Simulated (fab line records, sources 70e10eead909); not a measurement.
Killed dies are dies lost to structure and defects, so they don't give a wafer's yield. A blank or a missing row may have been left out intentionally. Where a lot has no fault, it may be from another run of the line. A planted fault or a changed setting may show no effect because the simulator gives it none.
fab line records	flow nand_harc
record lots=11	wafers=33	last_day=34
route steps=1302 shown P_STI@89 P_GATE@138 END@1302
lots that met no fault: from a run of the same line without faults
start_h: hours from the record's opening day to when the first of the lot's shown wafers began	wait_h: hours from the lot's prior step to this one	" repeats the value in the row above	L1.1+2: one row covering several wafers at once	- no value, or no start was given	* or withheld: withheld	< > ~ a bound
route shown NAME@n: NAME is a module with steps in the file, n the number in the route of the first one	usual: mean/standard deviation of fault-free wafers	same: alike in all rows	chamber/n: place in a boat	sites: each site's reading	_std_site: standard deviation of those values	_edge_site: mean of outer sites minus mean of inner sites	radius_mm: for every site, how far away it sits from the centre of the wafer	mask NAME#n: copy n	behind: the most recent tool/chamber to have shaped the wafer	hold: why the lot went on hold/how many hours it stayed there/how the hold came to an end	device: transistor that didn't switch, given as n, p or np	end of line: tests run on the same wafers once the route is complete	a step given without rows: its recipe and nothing more	killed: not the wafer's yield, but the dies lost to structure and defects at the first sort	map: a wafer's dies, marking killed ones x, the rest . and places with no die _
set.NAME: the setting the step ran with; set.NAME@STEP: the setting that earlier step ran with	model.NAME: the simulator's own value behind a step, which no gauge read
steps of the route over a sample of lots; a table a step, a row a wafer
services: the hour from which a tool's chamber was out of use, counted from the record's first day as start_h (under 0 if before that day), plus the number of hours and why
## steps
# step NHARC_P_STI_ETCH_31
# recipe target_depth_a=1089	time_s=54.5	cf4_flow_sccm=100	chf3_flow_sccm=30	ar_flow_sccm=0	rf_w=500	bias_w=200	chemistry=CF4/CHF3
# usual bias_w=199.9/0.61	drypump_motor_current_A=5.44/0.28	oes_product_au=0.954/0.02	rf_vpp_V=369.9/2.2	showerhead_plenum_p_Torr=1.55/0.065	throttle_valve_pct=16.801/0.0093
lot.wafer	tool	chamber	start_h	wait_h	bias_w	drypump_motor_current_A	oes_product_au	rf_hours_counter_h	rf_vpp_V	showerhead_plenum_p_Torr	throttle_valve_pct
L588.2	rie_diel-05	3	-	-	199.9	5.37	0.969	6.7	369.3	1.55	16.807
L588.1	"	0	"	"	199.5	4.96	0.956	5.0	374.4	1.68	16.773
L588.3	"	2	"	"	198.6	5.57	0.981	7.1	370.6	1.59	16.796
L589.2	rie_diel-08	3	-	-	200.0	5.61	0.976	3.2	374.1	1.66	16.799
L589.3	"	0	"	"	200.2	5.39	0.974	3.4	368.5	1.49	16.809
L589.6	"	1	"	"	199.8	5.91	0.951	-	368.9	1.50	16.816
L590.1	rie_diel-09	3	-	-	200.3	5.98	0.960	7.3	368.5	1.48	16.790
L590.5	"	0	"	"	200.0	5.62	0.976	-	371.0	1.57	16.803
L590.6	"	1	"	"	199.3	5.48	0.963	-	368.1	1.51	16.800
L591.4	rie_diel-09	0	-	-	200.9	5.65	0.967	8.1	370.4	1.57	16.806
L591.3	"	2	"	"	199.5	5.52	0.955	8.5	368.2	1.47	16.776
L591.5	"	1	"	"	200.0	5.48	0.961	-	369.7	1.51	16.806
L596.2	rie_diel-09	2	-	-	200.6	5.48	0.925	11.4	368.9	1.47	16.809
L596.3	"	0	"	"	200.0	5.65	0.918	10.6	370.7	1.57	16.795
L596.5	"	1	"	"	199.4	5.46	0.926	-	367.4	1.51	16.803
L601.1	rie_diel-09	0	-	-	199.4	5.60	0.987	1.8	371.7	1.57	16.803
L601.3	"	1	"	"	199.7	5.47	0.980	1.7	367.0	1.51	16.788
L601.2	"	2	"	"	199.7	5.49	0.962	0.8	367.2	1.47	16.814
L607.4	rie_diel-09	2	-	-	199.7	5.50	0.980	5.2	367.0	1.47	16.820
L607.1	"	0	"	"	199.5	5.64	0.961	5.9	370.2	1.57	16.802
L607.5	"	2	"	"	199.2	5.50	0.978	-	368.2	1.47	16.804
L608.1	rie_diel-09	1	-	-	199.4	5.49	0.956	6.4	368.8	1.51	16.803
L608.3	"	3	"	"	199.9	6.02	0.967	6.5	367.3	1.48	16.807
L608.4	"	0	"	"	198.6	5.61	0.951	-	370.7	1.57	16.803
L609.2	rie_diel-09	0	-	-	199.4	5.60	0.947	6.7	370.9	1.57	16.802
L609.3	"	1	"	"	200.6	5.49	0.945	6.6	367.9	1.51	16.791
L609.6	"	3	"	"	199.9	5.98	0.950	-	367.0	1.48	16.786
L610.4	rie_diel-05	1	-	-	199.4	5.14	0.915	1.3	367.5	1.48	16.784
L610.6	"	3	"	"	198.9	5.37	0.919	-	369.9	1.55	16.794
L610.5	"	0	"	"	200.2	4.98	0.927	-	373.8	1.68	16.800
L611.2	rie_diel-08	1	-	-	199.3	5.91	0.930	7.2	368.5	1.50	16.800
L611.1	"	2	"	"	200.1	4.97	0.926	6.1	371.8	1.61	16.807
L611.4	"	3	"	"	200.0	5.61	0.922	7.3	374.8	1.66	16.810
# step NHARC_P_GATE_EXPOSE_23
# recipe na=1.35	target_cd_nm=120	dose_mj=93.91	mask_id=P_GATE
# usual focus_offset_nm=0.0/0.54
lot.wafer	tool	chamber	start_h	wait_h	mask	focus_offset_nm
L588.1	arfi_scanner-03	0	96.65	-	P_GATE#0	-0.6
L588.2	"	0	"	"	P_GATE#0	-0.6
L588.3	"	0	"	"	P_GATE#0	0.1
L589.2	arfi_scanner-03	0	105.32	-	P_GATE#0	-0.6
L589.3	"	0	"	"	P_GATE#0	0.5
L589.6	"	0	"	"	P_GATE#0	-0.2
L590.1	arfi_scanner-03	0	118.05	-	P_GATE#0	-1.3
L590.5	"	0	"	"	P_GATE#0	0.0
L590.6	"	0	"	"	P_GATE#0	-0.7
L591.3	arfi_scanner-02	0	132.94	-	P_GATE#0	0.1
L591.4	"	0	"	"	P_GATE#0	0.4
L591.5	"	0	"	"	P_GATE#0	0.1
L596.2	arfi_scanner-01	0	182.99	-	P_GATE_R1#0	-0.1
L596.3	"	0	"	"	P_GATE_R1#0	-0.2
L596.5	"	0	"	"	P_GATE_R1#0	-0.9
L601.1	arfi_scanner-02	0	222.82	-	P_GATE#0	-0.3
L601.2	"	0	"	"	P_GATE#0	0.5
L601.3	"	0	"	"	P_GATE#0	-0.4
L607.1	arfi_scanner-01	0	284.23	-	P_GATE#0	-0.2
L607.4	"	0	"	"	P_GATE#0	-1.0
L607.5	"	0	"	"	P_GATE#0	-0.8
L608.1	arfi_scanner-01	0	295.47	-	P_GATE#0	-0.7
L608.3	"	0	"	"	P_GATE#0	-1.0
L608.4	"	0	"	"	P_GATE#0	-0.3
L609.2	arfi_scanner-01	0	301.53	-	P_GATE#0	-0.2
L609.3	"	0	"	"	P_GATE#0	0.2
L609.6	"	0	"	"	P_GATE#0	-0.4
L610.4	arfi_scanner-01	0	315.91	-	P_GATE#0	-0.2
L610.5	"	0	"	"	P_GATE#0	-0.1
L610.6	"	0	"	"	P_GATE#0	0.4
L611.1	arfi_scanner-03	0	330.10	-	P_GATE#0	-0.3
L611.2	"	0	"	"	P_GATE#0	0.6
L611.4	"	0	"	"	P_GATE#0	0.0
# step NHARC_P_GATE_CD_MEAS_26
# recipe target_cd_nm=120	landing_energy_ev=500
# usual cd_nm=119.8/0.55
lot.wafer	tool	chamber	start_h	wait_h	hold	cd_nm
L588.1	cd_sem-01	0	96.79	-	-	119.8
L588.2	"	0	"	"	-	119.7
L588.3	"	0	"	"	-	120.1
L589.2	cd_sem-01	0	105.46	-	-	120.7
L589.3	"	0	"	"	-	119.8
L589.6	"	0	"	"	-	120.0
L590.1	cd_sem-01	0	118.18	-	-	119.7
L590.5	"	0	"	"	-	119.8
L590.6	"	0	"	"	-	120.5
L591.3	cd_sem-03	0	133.08	-	-	120.0
L591.4	"	0	"	"	-	119.8
L591.5	"	0	"	"	-	120.2
L596.2	cd_sem-03	0	183.13	-	await_dispo/0.2h/release	76.7
L596.3	"	0	"	"	await_dispo/0.2h/release	77.1
L596.5	"	0	"	"	await_dispo/0.2h/release	76.3
L596.2	cd_sem-03	0	-	-	-	77.2
L596.3	"	0	"	"	-	77.2
L596.5	"	0	"	"	-	76.3
L601.1	cd_sem-01	0	222.96	-	-	119.5
L601.2	"	0	"	"	-	119.2
L601.3	"	0	"	"	-	118.9
L607.1	cd_sem-03	0	284.37	-	-	120.3
L607.4	"	0	"	"	-	120.0
L607.5	"	0	"	"	-	120.2
L608.1	cd_sem-02	0	295.61	-	-	119.2
L608.3	"	0	"	"	-	119.8
L608.4	"	0	"	"	-	119.9
L609.2	cd_sem-03	0	301.66	-	-	119.7
L609.3	"	0	"	"	-	119.6
L609.6	"	0	"	"	-	119.9
L610.4	cd_sem-01	0	316.04	-	-	120.2
L610.5	"	0	"	"	-	120.4
L610.6	"	0	"	"	-	120.1
L611.1	cd_sem-03	0	330.24	-	-	119.6
L611.2	"	0	"	"	-	119.9
L611.4	"	0	"	"	-	119.8
# step NHARC_P_GATE_OVL_MEAS_27
# usual overlay_x_nm=0.2/0.88	overlay_y_nm=0.1/0.7
lot.wafer	tool	chamber	start_h	wait_h	overlay_x_nm	overlay_y_nm
L588.1	overlay-01	-	96.88	-	-0.6	0.5
L588.2	"	-	"	"	-0.5	0.5
L588.3	"	-	"	"	-0.1	0.6
L589.2	overlay-02	-	105.54	-	0.2	0.0
L589.3	"	-	"	"	0.7	-0.4
L589.6	"	-	"	"	0.5	-0.2
L590.1	overlay-01	-	118.27	-	0.2	0.7
L590.5	"	-	"	"	0.1	0.8
L590.6	"	-	"	"	0.1	1.1
L591.3	overlay-01	-	133.16	-	0.8	0.2
L591.4	"	-	"	"	1.0	0.0
L591.5	"	-	"	"	1.2	0.3
L601.1	overlay-01	-	223.04	-	-0.8	0.0
L601.2	"	-	"	"	-0.7	-0.2
L601.3	"	-	"	"	-0.3	-0.5
L607.1	overlay-01	-	284.46	-	-0.1	0.6
L607.4	"	-	"	"	0.6	1.4
L607.5	"	-	"	"	0.4	1.0
L608.1	overlay-02	-	295.70	-	1.3	-0.2
L608.3	"	-	"	"	1.8	-0.1
L608.4	"	-	"	"	1.4	0.3
L609.2	overlay-01	-	301.75	-	1.0	-0.1
L609.3	"	-	"	"	0.8	0.3
L609.6	"	-	"	"	1.3	-0.2
L610.4	overlay-02	-	316.13	-	1.6	-1.0
L610.5	"	-	"	"	1.0	-1.1
L610.6	"	-	"	"	1.4	-1.3
L611.1	overlay-02	-	330.33	-	1.7	-1.0
L611.2	"	-	"	"	1.4	-0.1
L611.4	"	-	"	"	1.1	-0.2
# step NHARC_P_GATE_STRIP_101
# recipe time_s=20	o2_flow_sccm=500	ar_flow_sccm=0	bias_w=0	chemistry=O2
# usual drypump_motor_current_A=5.9/0.44	oes_product_au=1.002/0.0081	rf_vpp_V=57.7/0.85	showerhead_plenum_p_Torr=3.54/0.12	throttle_valve_pct=17.036/0.0091
# same bias_w=0
lot.wafer	tool	chamber	start_h	wait_h	drypump_motor_current_A	oes_product_au	rf_hours_counter_h	rf_vpp_V	showerhead_plenum_p_Torr	throttle_valve_pct
L588.3	rie_diel-01	1	107.94	0.1	6.0	1.009	2.0	57.6	3.57	17.022
L588.2	"	2	"	"	5.4	1.007	1.9	57.4	3.50	17.041
L588.1	"	3	"	"	6.3	1.002	1.4	59.7	3.63	17.034
L589.3	rie_diel-07	0	116.55	0.1	5.4	0.994	7.5	55.8	3.39	17.045
L589.2	"	2	"	"	5.7	0.989	10.8	58.8	3.75	17.040
L589.6	"	0	"	"	5.4	0.998	-	57.3	3.39	17.035
L590.1	rie_diel-01	2	129.24	0.1	5.4	0.994	3.9	57.3	3.50	17.042
L590.5	"	1	"	"	6.0	1.010	-	58.0	3.57	17.053
L590.6	"	2	"	"	5.4	0.987	-	57.5	3.50	17.029
L591.3	rie_diel-01	3	144.18	0.1	6.3	0.999	3.6	59.3	3.63	17.047
L591.4	"	0	"	"	5.5	1.004	3.0	57.7	3.58	17.029
L591.5	"	3	"	"	6.3	1.008	-	55.7	3.63	17.028
L601.2	rie_diel-01	0	233.88	0.1	5.5	1.005	0.8	58.0	3.58	17.031
L601.1	"	1	"	"	6.0	1.014	0.5	56.5	3.56	17.051
L601.3	"	3	"	"	6.3	1.011	0.9	58.1	3.62	17.044
L607.4	rie_diel-13	0	297.51	0.1	5.8	0.999	4.3	57.9	3.34	17.040
L607.1	"	1	"	"	6.9	1.001	4.5	57.6	3.65	17.027
L607.5	"	2	"	"	5.6	1.000	-	57.3	3.45	17.035
L608.3	rie_diel-07	0	306.67	0.1	5.4	0.994	0.0	56.9	3.38	17.049
L608.1	"	1	"	"	6.5	0.987	0.0	56.6	3.43	17.016
L608.4	"	0	"	"	5.4	0.995	-	57.9	3.38	17.035
L609.3	rie_diel-13	3	312.65	0.1	6.0	0.998	5.1	58.3	3.67	17.045
L609.2	"	1	"	"	6.8	1.020	5.1	58.8	3.65	17.036
L609.6	"	2	"	"	5.6	1.006	-	58.0	3.45	17.028
L610.6	rie_diel-01	2	329.09	0.1	5.4	1.009	-	56.8	3.49	17.028
L610.4	"	3	"	"	6.3	1.016	-	58.2	3.62	17.023
L610.5	"	1	"	"	6.0	1.017	-	56.9	3.56	17.040
L611.1	rie_diel-01	2	343.38	0.1	5.4	1.015	7.5	57.9	3.49	17.050
L611.2	"	3	"	"	6.3	1.009	8.4	57.4	3.62	17.051
L611.4	"	0	"	"	5.5	1.000	7.1	57.9	3.57	17.053
# step NHARC_END_SORT_01
# recipe temp_c=25
# usual defect_limited_yield=89.9/2.6	killed_at_array=63/18	killed_at_other=1.1/1.3	killed_at_periphery=4.3/2.8	killed_dies=68/18	killed_open=3.3/2	killed_short=2.4/1.6
# same gross_dies=677
lot.wafer	tool	chamber	start_h	wait_h	defect_limited_yield[%]	killed_at_array	killed_at_other	killed_at_periphery	killed_dies	killed_open	killed_short
L588.1	prober-02	0	548.03	2.5	86.4	89	1	2	92	0	3
L588.2	prober-02	0	548.83	2.8	84.2	101	4	2	107	4	2
L588.3	prober-02	0	549.63	3.1	85.4	90	4	5	99	3	2
L590.1	prober-01	0	580.80	2.5	91.0	58	0	3	61	2	5
L590.5	prober-01	0	584.00	3.7	92.5	48	1	2	51	2	3
L590.6	prober-01	0	584.79	4.0	92.2	52	0	1	53	4	1
L589.2	prober-02	0	581.59	2.8	87.9	71	2	9	82	4	2
L589.3	prober-02	0	582.38	3.1	86.6	80	1	10	91	1	4
L589.6	prober-02	0	584.76	4.0	87.1	82	0	5	87	6	0
L591.3	prober-01	0	593.89	3.1	87.0	81	0	7	88	3	0
L591.4	prober-01	0	594.68	3.4	88.6	69	0	8	77	4	3
L591.5	prober-01	0	595.47	3.7	87.9	76	1	5	82	4	0
L601.1	prober-02	0	744.71	2.5	90.5	61	2	1	64	1	1
L601.2	prober-02	0	745.50	2.8	91.6	54	1	2	57	2	0
L601.3	prober-02	0	746.30	3.1	90.1	64	1	2	67	1	2
L607.1	prober-01	0	775.89	2.5	89.7	69	0	1	70	6	2
L607.4	prober-01	0	778.27	3.4	89.7	68	0	2	70	2	1
L607.5	prober-01	0	779.07	3.7	89.1	74	0	0	74	2	2
L608.1	prober-02	0	782.14	2.5	92.6	44	1	5	50	2	0
L608.3	prober-02	0	783.73	3.1	93.2	43	1	2	46	1	5
L608.4	prober-02	0	784.53	3.4	92.2	49	0	4	53	4	3
L609.2	prober-01	0	784.41	2.8	87.0	78	2	8	88	4	3
L609.3	prober-01	0	785.19	3.1	88.3	64	1	14	79	5	5
L609.6	prober-01	0	787.55	3.9	87.1	75	0	12	87	7	6
L610.4	prober-02	0	792.31	3.4	87.9	79	1	2	82	1	0
L610.5	prober-02	0	793.10	3.7	87.3	83	1	2	86	2	6
L610.6	prober-02	0	793.89	3.9	87.3	82	0	4	86	6	1
L611.1	prober-02	0	807.72	2.5	92.3	43	4	5	52	1	1
L611.2	prober-02	0	808.52	2.8	92.9	38	1	9	48	7	1
L611.4	prober-02	0	810.11	3.4	93.8	40	0	2	42	2	2
# killed by level:class
L588.1 A_CHANNEL_HOLE_D1:chamber_film_flake=32 A_CHANNEL_HOLE_D2:chamber_film_flake=31 A_SLIT:chamber_film_flake=16 A_STAIRCASE:chamber_film_flake=3 A_CONTACT:chamber_film_flake=2 A_ONON_D1:geometric_particle:short=1 A_CHANNEL_HOLE_D1:geometric_particle:short=1 A_ONON_D2:geometric_particle:short=1
L588.2 A_CHANNEL_HOLE_D2:chamber_film_flake=35 A_CHANNEL_HOLE_D1:chamber_film_flake=32 A_SLIT:chamber_film_flake=25 THIN_TSV:chamber_film_flake=3 A_BLC:chamber_film_flake=3 A_CONTACT:geometric_particle:open=2 P_GATE:geometric_particle:open=1 P_CONTACT:geometric_particle:short=1
L588.3 A_CHANNEL_HOLE_D1:chamber_film_flake=34 A_CHANNEL_HOLE_D2:chamber_film_flake=23 A_SLIT:chamber_film_flake=22 P_M2:chamber_film_flake=4 A_BLC:chamber_film_flake=4 THIN_TSV:chamber_film_flake=4 A_SGD_CUT:geometric_particle:short=2 A_ONON_D2:geometric_particle:open=1
L590.1 A_CHANNEL_HOLE_D2:chamber_film_flake=39 A_CHANNEL_HOLE_D1:chamber_film_flake=6 A_STAIRCASE:chamber_film_flake=5 P_CONTACT:chamber_film_flake=2 P_M1:geometric_particle:open=1 A_CHANNEL_FILL_D1:geometric_particle:short=1 A_ONON_D2:geometric_particle:short=1 A_WL_FILL:geometric_particle:short=1
L589.2 A_CHANNEL_HOLE_D1:chamber_film_flake=29 A_SLIT:chamber_film_flake=15 A_CHANNEL_HOLE_D2:chamber_film_flake=7 A_STAIRCASE:chamber_film_flake=6 A_WL_FILL:chamber_film_flake=5 P_BONDPAD:chamber_film_flake=4 A_CONTACT:chamber_film_flake=4 P_CONTACT:geometric_particle:open=2
L589.3 A_CHANNEL_HOLE_D1:chamber_film_flake=32 A_SLIT:chamber_film_flake=22 A_CONTACT:chamber_film_flake=8 A_CHANNEL_HOLE_D2:chamber_film_flake=6 P_BONDPAD:chamber_film_flake=5 A_CHANNEL_FILL_D1:chamber_film_flake=4 A_STAIRCASE:chamber_film_flake=4 P_ZERO_WELL:chamber_film_flake=2
L590.5 A_CHANNEL_HOLE_D2:chamber_film_flake=31 A_CHANNEL_HOLE_D1:chamber_film_flake=5 A_STAIRCASE:chamber_film_flake=4 A_WL_FILL:chamber_film_flake=2 A_ONON_D1:geometric_particle:short=1 A_ONON_D2:geometric_particle:short=1 A_WL_FILL:geometric_particle:open=1 A_M0:geometric_particle:short=1
L589.6 A_CHANNEL_HOLE_D1:chamber_film_flake=35 A_SLIT:chamber_film_flake=23 A_CONTACT:chamber_film_flake=5 A_CHANNEL_FILL_D1:chamber_film_flake=4 A_CHANNEL_HOLE_D2:chamber_film_flake=4 A_STAIRCASE:chamber_film_flake=4 A_CHANNEL_FILL_D1:geometric_particle:open=2 P_BONDPAD:chamber_film_flake=2
L590.6 A_CHANNEL_HOLE_D2:chamber_film_flake=27 A_CHANNEL_HOLE_D1:chamber_film_flake=15 A_WL_FILL:chamber_film_flake=3 A_STAIRCASE:chamber_film_flake=2 P_STI:geometric_particle:open=1 A_CHANNEL_FILL_D1:geometric_particle:open=1 A_CHANNEL_FILL_D2:geometric_particle:open=1 A_M0:geometric_particle:open=1
L591.3 A_CHANNEL_HOLE_D1:chamber_film_flake=32 A_SLIT:chamber_film_flake=30 A_CHANNEL_HOLE_D2:chamber_film_flake=7 A_STAIRCASE:chamber_film_flake=6 P_GATE:chamber_film_flake=3 A_CONTACT:chamber_film_flake=3 P_ZERO_WELL:chamber_film_flake=2 P_GATE:geometric_particle:open=1
L591.4 A_CHANNEL_HOLE_D1:chamber_film_flake=35 A_SLIT:chamber_film_flake=12 A_STAIRCASE:chamber_film_flake=7 A_CHANNEL_HOLE_D2:chamber_film_flake=6 P_GATE:chamber_film_flake=3 A_DECK1_JOINT:geometric_particle:short=2 P_ZERO_WELL:chamber_film_flake=2 A_CHANNEL_FILL_D1:chamber_film_flake=2
L591.5 A_CHANNEL_HOLE_D1:chamber_film_flake=36 A_SLIT:chamber_film_flake=25 A_CHANNEL_HOLE_D2:chamber_film_flake=6 A_STAIRCASE:chamber_film_flake=3 A_CONTACT:chamber_film_flake=3 A_BLC:geometric_particle:open=2 P_GATE:chamber_film_flake=2 P_M0:geometric_particle:open=1
L601.1 A_CHANNEL_HOLE_D1:chamber_film_flake=31 A_CHANNEL_HOLE_D2:chamber_film_flake=16 A_SLIT:chamber_film_flake=4 A_CONTACT:chamber_film_flake=4 A_WL_FILL:geometric_particle:short=1 P_GATE:chamber_film_flake=1 STARTING-WAFER:geometric_particle:open=1 A_CHANNEL_FILL_D1:chamber_film_flake=1
L601.2 A_CHANNEL_HOLE_D1:chamber_film_flake=30 A_CHANNEL_HOLE_D2:chamber_film_flake=10 A_CONTACT:chamber_film_flake=6 A_CHANNEL_FILL_D2:chamber_film_flake=3 A_ONON_D1:geometric_particle:open=1 A_WL_FILL:geometric_particle:open=1 P_ZERO_WELL:chamber_film_flake=1 P_GATE:chamber_film_flake=1
L601.3 A_CHANNEL_HOLE_D1:chamber_film_flake=32 A_CHANNEL_HOLE_D2:chamber_film_flake=22 A_STAIRCASE:chamber_film_flake=3 A_CONTACT:chamber_film_flake=3 P_M0:geometric_particle:short=1 A_CHANNEL_HOLE_D2:geometric_particle:short=1 A_CHANNEL_FILL_D2:geometric_particle:open=1 P_GATE:chamber_film_flake=1
L607.1 A_SLIT:chamber_film_flake=24 A_CHANNEL_HOLE_D2:chamber_film_flake=18 A_CHANNEL_HOLE_D1:chamber_film_flake=8 A_DECK1_JOINT:chamber_film_flake=4 A_WL_FILL:chamber_film_flake=3 A_ONON_D1:geometric_particle:open=1 A_ONON_D2:geometric_particle:open=1 A_CHANNEL_HOLE_D2:geometric_particle:open=1
L607.4 A_CHANNEL_HOLE_D2:chamber_film_flake=28 A_SLIT:chamber_film_flake=22 A_CHANNEL_HOLE_D1:chamber_film_flake=9 A_WL_FILL:chamber_film_flake=3 P_BONDPAD:chamber_film_flake=2 A_STAIRCASE:chamber_film_flake=2 A_CHANNEL_FILL_D1:geometric_particle:open=1 A_ONON_D2:geometric_particle:open=1
L607.5 A_SLIT:chamber_film_flake=34 A_CHANNEL_HOLE_D2:chamber_film_flake=21 A_CHANNEL_HOLE_D1:chamber_film_flake=8 A_CHANNEL_FILL_D1:chamber_film_flake=2 A_DECK1_JOINT:chamber_film_flake=2 A_WL_FILL:chamber_film_flake=2 A_CHANNEL_HOLE_D1:geometric_particle:open=1 A_ONON_D2:geometric_particle:short=1
L608.1 A_CHANNEL_HOLE_D2:chamber_film_flake=23 A_CHANNEL_HOLE_D1:chamber_film_flake=8 A_SLIT:chamber_film_flake=7 P_GATE:chamber_film_flake=2 A_CHANNEL_FILL_D1:chamber_film_flake=2 A_CONTACT:chamber_film_flake=2 P_GATE:geometric_particle:open=1 A_BLC:geometric_particle:open=1
L608.3 A_CHANNEL_HOLE_D2:chamber_film_flake=23 A_CHANNEL_HOLE_D1:chamber_film_flake=8 A_SLIT:chamber_film_flake=5 A_WL_FILL:geometric_particle:short=2 P_GATE:chamber_film_flake=2 A_CHANNEL_HOLE_D1:geometric_particle:short=1 A_CHANNEL_FILL_D2:geometric_particle:short=1 A_CHANNEL_FILL_D2:geometric_particle:open=1
L609.2 A_SLIT:chamber_film_flake=40 A_CHANNEL_HOLE_D1:chamber_film_flake=14 A_CONTACT:chamber_film_flake=13 P_CONTACT:chamber_film_flake=3 P_M1:chamber_film_flake=3 A_DECK1_JOINT:chamber_film_flake=3 A_M0:geometric_particle:open=2 HYBRID_BOND:chamber_film_flake=2
L608.4 A_CHANNEL_HOLE_D2:chamber_film_flake=18 A_SLIT:chamber_film_flake=8 A_CHANNEL_HOLE_D1:chamber_film_flake=6 A_CONTACT:chamber_film_flake=4 A_STAIRCASE:chamber_film_flake=3 P_GATE:chamber_film_flake=2 P_CONTACT:chamber_film_flake=2 A_CHANNEL_FILL_D1:chamber_film_flake=2
L609.3 A_SLIT:chamber_film_flake=33 A_CONTACT:chamber_film_flake=9 A_CHANNEL_HOLE_D1:chamber_film_flake=8 P_CONTACT:chamber_film_flake=5 P_M1:chamber_film_flake=4 A_WL_FILL:geometric_particle:short=2 P_GATE:chamber_film_flake=2 A_DECK1_JOINT:chamber_film_flake=2
L609.6 A_SLIT:chamber_film_flake=41 A_CHANNEL_HOLE_D1:chamber_film_flake=13 P_CONTACT:chamber_film_flake=4 P_M1:chamber_film_flake=4 A_CHANNEL_HOLE_D2:chamber_film_flake=4 A_CONTACT:chamber_film_flake=4 A_WL_FILL:geometric_particle:short=2 A_M0:geometric_particle:open=2
L610.4 A_SLIT:chamber_film_flake=34 A_CHANNEL_HOLE_D2:chamber_film_flake=20 A_STAIRCASE:chamber_film_flake=10 A_CHANNEL_HOLE_D1:chamber_film_flake=8 A_CONTACT:chamber_film_flake=3 A_SGD_CUT:geometric_particle:open=1 P_STI:chamber_film_flake=1 P_GATE:chamber_film_flake=1
L610.5 A_CHANNEL_HOLE_D2:chamber_film_flake=30 A_SLIT:chamber_film_flake=23 A_CHANNEL_HOLE_D1:chamber_film_flake=10 A_STAIRCASE:chamber_film_flake=7 A_CONTACT:chamber_film_flake=2 A_BLC:chamber_film_flake=2 P_GATE:geometric_particle:open=1 A_ONON_D1:geometric_particle:short=1
L610.6 A_SLIT:chamber_film_flake=30 A_CHANNEL_HOLE_D2:chamber_film_flake=24 A_CHANNEL_HOLE_D1:chamber_film_flake=12 A_STAIRCASE:chamber_film_flake=8 P_STI:chamber_film_flake=2 A_CONTACT:chamber_film_flake=2 P_GATE:geometric_particle:open=1 P_CONTACT:geometric_particle:open=1
L611.1 A_SLIT:chamber_film_flake=33 THIN_TSV:chamber_film_flake=4 P_ZERO_WELL:chamber_film_flake=3 A_CONTACT:chamber_film_flake=3 A_STAIRCASE:chamber_film_flake=2 A_M0:chamber_film_flake=2 P_GATE:geometric_particle:open=1 A_CHANNEL_FILL_D2:geometric_particle:short=1
L611.2 A_SLIT:chamber_film_flake=23 A_STAIRCASE:chamber_film_flake=6 P_STI:chamber_film_flake=3 A_CONTACT:chamber_film_flake=3 P_GATE:geometric_particle:open=2 P_M0:geometric_particle:open=2 P_M1:geometric_particle:open=1 A_DECK1_JOINT:geometric_particle:open=1
L611.4 A_SLIT:chamber_film_flake=27 P_ZERO_WELL:chamber_film_flake=2 A_CHANNEL_HOLE_D2:chamber_film_flake=2 A_CHANNEL_FILL_D2:chamber_film_flake=2 A_STAIRCASE:chamber_film_flake=2 A_CONTACT:chamber_film_flake=2 A_DECK1_JOINT:geometric_particle:short=1 A_CHANNEL_FILL_D2:geometric_particle:open=1
## services
tool	chamber	start_h	hours	kind
arfi_scanner-03	-	24.00	4.0	pm
rie_diel-01	-	26.80	9.0	pm
rie_diel-13	1	49.23	3.6	repair
rie_diel-05	-	52.60	9.0	pm
arfi_scanner-01	-	80.00	4.0	pm
rie_diel-13	0	94.00	4.0	repair
rie_diel-05	0	104.34	2.9	repair
rie_diel-13	-	104.55	0.9	repair
rie_diel-01	0	105.87	6.0	repair
rie_diel-01	-	108.52	0.1	repair
arfi_scanner-01	-	114.50	36.2	repair
rie_diel-09	1	136.24	2.0	repair
rie_diel-09	-	143.10	9.0	pm
rie_diel-01	0	151.15	4.3	repair
rie_diel-09	2	156.88	6.0	repair
arfi_scanner-03	-	196.00	4.0	pm
rie_diel-01	-	203.80	9.0	pm
arfi_scanner-01	-	220.95	1.5	repair
rie_diel-09	-	237.45	0.4	repair
rie_diel-09	2	242.79	21.3	repair
arfi_scanner-01	-	252.00	4.0	pm
rie_diel-01	1	308.31	2.6	repair
rie_diel-09	-	320.10	9.0	pm
rie_diel-01	0	321.32	18.6	repair
## key
first_sign step=NHARC_P_GATE_EXPOSE_23	reading=mask	direction=changed
effect step=NHARC_P_GATE_CD_MEAS_26	reading=visit	direction=added
effect step=NHARC_P_GATE_CD_MEAS_26	reading=cd_nm	direction=down	sigmas=79	usual=119.8	struck=76.7
met_at NHARC_P_GATE_EXPOSE_23
struck_lots L596
scrapped_behind NHARC_P_GATE_CD_MEAS_26 L596.2,L596.3,L596.5
not_acting_at NHARC_P_STI_ETCH_31,NHARC_P_GATE_OVL_MEAS_27,NHARC_P_GATE_STRIP_101
fault kind=wrong_mask	tool=any	chamber=-	onset_h=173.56	steps=NHARC_P_GATE_EXPOSE_23	aux_copy=P_GATE_R1#0	cd_offset_nm=-43.507	scope=struck_lots_only
